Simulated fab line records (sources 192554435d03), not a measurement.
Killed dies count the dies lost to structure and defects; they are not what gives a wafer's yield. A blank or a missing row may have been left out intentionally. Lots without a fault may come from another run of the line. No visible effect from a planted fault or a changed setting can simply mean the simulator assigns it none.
Chamber matching + flow n5-finfet + rie-diel-04 running N5_BEOL_M1_ETCHBACK_99: 4 sister chambers
The step etches SiO2 in CHF3, target depth 5 nm, time 10.4 s. 4 wafers are shown with their chamber, then 8 later ones without.

WAFERS PAIRED WITH THEIR CHAMBERS
| wafer  | chamber | showerhead-plenum-p-Torr (Torr) |
|--------|---------|---------------------------------|
| L088.3 | 2       | 2.20                            |
| L090.1 | 0       | 2.00                            |
| L090.2 | 3       | 2.11                            |
| L091.1 | 1       | 2.17                            |

WAFERS WITHOUT THEIR CHAMBER
| wafer  | showerhead-plenum-p-Torr (Torr) |
|--------|---------------------------------|
| L091.3 | 2.20                            |
| L091.6 | 2.00                            |
| L094.2 | 2.00                            |
| L094.3 | 2.11                            |
| L094.6 | 2.20                            |
| L095.2 | 2.16                            |
| L095.4 | 2.11                            |
| L095.5 | 2.00                            |

EACH ONE'S CHAMBER
| wafer  | from the rows above | in truth |
|--------|---------------------|----------|
| L091.3 | 2                   | 2        |
| L091.6 | 0                   | 0        |
| L094.2 | 0                   | 0        |
| L094.3 | 3                   | 3        |
| L094.6 | 2                   | 2        |
| L095.2 | 1                   | 1        |
| L095.4 | 3                   | 3        |
| L095.5 | 0                   | 0        |
8 of 8 placed correctly. Number that these rows cannot place: 0. Wrongly placed: 0.
How it was worked out, from the rows above alone: a wafer's distance from a chamber is the root of the sum, over the readings, of the square of ((its reading less the chamber's mean) divided by the reading's scatter). If the next closest chamber is less than 2 further off than the closest, the wafer can't be placed; otherwise it belongs to the closest. For every chamber, the mean is computed from those of its wafers that are shown. The scatter (one wafer shown for each chamber): square how far every hidden wafer sits from the nearest shown wafer, average those squares and take the square root.
